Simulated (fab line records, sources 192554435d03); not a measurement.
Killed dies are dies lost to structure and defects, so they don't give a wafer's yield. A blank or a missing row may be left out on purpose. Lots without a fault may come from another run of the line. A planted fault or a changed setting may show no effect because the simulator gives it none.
Chamber matching | flow n5_finfet | N5_BEOL_M1_STRIP_36 on rie_diel-02: 4 sister chambers
The step strips in N2/H2. 18 wafers are shown with their chamber, then 9 later ones without.

WAFERS WITH THEIR CHAMBER
wafer  | chamber | showerhead_plenum_p_Torr (Torr) | throttle_valve_pct (%) | drypump_motor_current_A (A)
L074.1 | 1       | 2.59                            | 23.60                  | 6.3
L074.3 | 3       | 2.47                            | 23.87                  | 5.8
L074.5 | 3       | 2.47                            | 23.87                  | 5.8
L075.2 | 2       | 2.64                            | 23.51                  | 6.1
L075.3 | 0       | 2.49                            | 23.45                  | 5.6
L075.6 | 0       | 2.49                            | 23.43                  | 5.6
L076.1 | 1       | 2.59                            | 23.60                  | 6.4
L076.2 | 2       | 2.63                            | 23.50                  | 6.0
L076.4 | 3       | 2.47                            | 23.91                  | 5.8
L083.3 | 0       | 2.48                            | 23.46                  | 5.6
L083.4 | 1       | 2.59                            | 23.63                  | 6.3
L083.5 | 2       | 2.63                            | 23.50                  | 6.0
L084.2 | 1       | 2.58                            | 23.62                  | 6.3
L084.4 | 0       | 2.48                            | 23.45                  | 5.7
L084.5 | 1       | 2.58                            | 23.63                  | 6.3
L088.1 | 2       | 2.63                            | 23.52                  | 6.0
L088.2 | 3       | 2.46                            | 23.94                  | 5.8
L088.4 | 1       | 2.58                            | 23.64                  | 6.4

SIGNATURES (means of the wafers above)
reading                  | chamber 0 | chamber 1 | chamber 2 | chamber 3 | scatter within a chamber
showerhead_plenum_p_Torr | 2.4850    | 2.5850    | 2.6325    | 2.4675    | 0.00535
throttle_valve_pct       | 23.4475   | 23.6200   | 23.5075   | 23.8975   | 0.02
drypump_motor_current_A  | 5.625     | 6.333     | 6.025     | 5.800     | 0.045
Rule: a wafer's distance from a chamber is the root of the sum, over the readings, of the square of ((its reading less the chamber's mean) divided by the reading's scatter). The wafer belongs to the nearest chamber; if the next one is less than 2 further off, it can't be placed. The scatter: the root of (the sum of the squares of (reading less its chamber's mean) over the shown wafers, divided by (wafers less chambers)).

WAFERS WITHOUT THEIR CHAMBER
wafer  | showerhead_plenum_p_Torr (Torr) | throttle_valve_pct (%) | drypump_motor_current_A (A)
L094.1 | 2.62                            | 23.54                  | 6.0
L094.2 | 2.58                            | 23.64                  | 6.4
L094.3 | 2.47                            | 23.46                  | 5.6
L093.3 | 2.58                            | 23.64                  | 6.3
L093.4 | 2.47                            | 23.47                  | 5.6
L093.5 | 2.45                            | 23.95                  | 5.8
L096.2 | 2.62                            | 23.55                  | 6.0
L096.3 | 2.58                            | 23.63                  | 6.3
L096.6 | 2.47                            | 23.51                  | 5.7

WHICH CHAMBER EACH WENT THROUGH
wafer  | from the rows above | in truth
L094.1 | 2                   | 2
L094.2 | 1                   | 1
L094.3 | 0                   | 0
L093.3 | 1                   | 1
L093.4 | 0                   | 0
L093.5 | 3                   | 3
L096.2 | 2                   | 2
L096.3 | 1                   | 1
L096.6 | 0                   | 0
Placed correctly: 9 of 9. Can't be placed from these rows: 0. Placed wrongly: 0.
